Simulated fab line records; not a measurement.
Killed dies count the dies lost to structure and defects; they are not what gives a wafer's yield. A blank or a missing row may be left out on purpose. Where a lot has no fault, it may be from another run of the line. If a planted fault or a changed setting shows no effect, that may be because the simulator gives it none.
One fault through the eyes of 2 desks	flow n5Finfet	each desk has only its own numbers; what lay behind them comes last

FROM THE METROLOGY DESK
What the gauges read, lot by lot, whatever tool the lot ran on: means of the sampled wafers that have a number. Any lot whose mean is over 4 standard deviations away from the usual mean is out of limits and marked OUT; that distance is given in the brackets. It has 11 readings; the 7 that lie furthest out on some lot are the ones shown.
Columns: A = cdNm at N5_DUMMY_GATE_CD_MEAS_15, usual 24.97 nm; B = DIBL_N at N5_BEOL_M4_RC_MEAS_101, usual 36.4 mV/V; C = DIBL_P at N5_BEOL_M4_RC_MEAS_101, usual 36.4 mV/V; D = IOFF_P at N5_BEOL_M4_RC_MEAS_101, usual 0.214 nA/um; E = ION_P at N5_BEOL_M4_RC_MEAS_101, usual 463 uA/um; F = SS_N at N5_BEOL_M4_RC_MEAS_101, usual 71.5 mV/dec; G = VT_P at N5_BEOL_M4_RC_MEAS_101, usual -250.1 mV
lot	first seen here	A	B	C	D	E	F	G
L974	day 3 03:30	25.12	37.3	35.4	0.218	465	71.3	-248.3
L979	day 4 11:45	25.31	36.6	38.4	0.234	464	72.2	-249.5
L981	day 4 21:00	25.16	35.7	38.1	0.248	466	71.7	-245.5
L982	day 5 04:11	25.19	38.5	36.1	0.232	464	72.2	-248.3
L983	day 5 12:44	24.92	37.1	36.1	0.241	462	71.5	-249.4
L985	day 5 21:38	25.01	36.2	36.6	0.196	454	71.2	-253.7
L992	day 7 16:15	25.07	34.4	35.2	0.191	462	71.2	-252.5
L994	day 8 04:51	25.07	35.1	34.9	0.177	457	71.5	-253.8
L995	day 8 14:26	25.02	35.9	36.4	0.212	462	71.7	-250.1
L996	day 8 16:04	24.94	37.3	36.7	0.218	460	71.4	-250.6
This desk's verdict: no lot among the 10 shows anything out of limits.

FOR THE TOOL OWNER'S DESK: rieSi-05
The tool's own readings at N5_DUMMY_GATE_ETCH_23 (etches poly-Si in HBr/Cl2/O2, target depth 41 nm, time 22.3 s): means of the sampled wafers that have a number, for each lot that ran on this tool. Any lot whose mean is over 4 standard deviations away from the usual mean is out of limits and marked OUT; that distance is given in the brackets.
Columns: A = drypumpMotorCurrentA at N5_DUMMY_GATE_ETCH_23, usual 5.5 A; B = mfcCl2Sccm at N5_DUMMY_GATE_ETCH_23, usual 80.01 sccm; C = oesProductAu at N5_DUMMY_GATE_ETCH_23, usual 1.004 a.u.; D = throttleValvePct at N5_DUMMY_GATE_ETCH_23, usual 37.14 %
lot	first seen here	A	B	C	D
L979	day 4 13:13	5.5	79.98	1.021	37.16
L981	day 4 22:02	5.5	80.04	1.023	37.23
L982	day 5 05:30	5.1	80.34	1.166 (+8.5) OUT	37.23
L983	day 5 13:38	5.4	80.23	1.229 (+12) OUT	37.37
L985	day 5 22:43	5.5	80.00	1.335 (+17) OUT	37.39
L995	day 8 15:18	5.4	79.85	1.019	37.30
This desk's finding: out of limits on L982, L983, L985; first on L982, day 5 05:30 (oesProductAu at N5_DUMMY_GATE_ETCH_23). L979, L981, L995 stayed within limits.

BROUGHT TOGETHER
The tool owner's desk could have raised an alarm at day 5 05:30, on L982, L983, L985.
At the metrology desk, nothing out of limits was observed.
The metrology desk holds a record of L982, L983, L985, inside its limits.
All the named lots went through N5_DUMMY_GATE_ETCH_23 on rieSi-05.

WHAT HAD BEEN PUT IN BY THE SIMULATOR
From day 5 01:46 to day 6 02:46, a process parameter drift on rieSi-05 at N5_DUMMY_GATE_ETCH_23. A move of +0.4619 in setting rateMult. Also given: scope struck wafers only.
Lots struck among those shown: L982, L983, L985.
Hours from the fault's start to each desk's first reading out of limits: the tool owner's desk, 4.
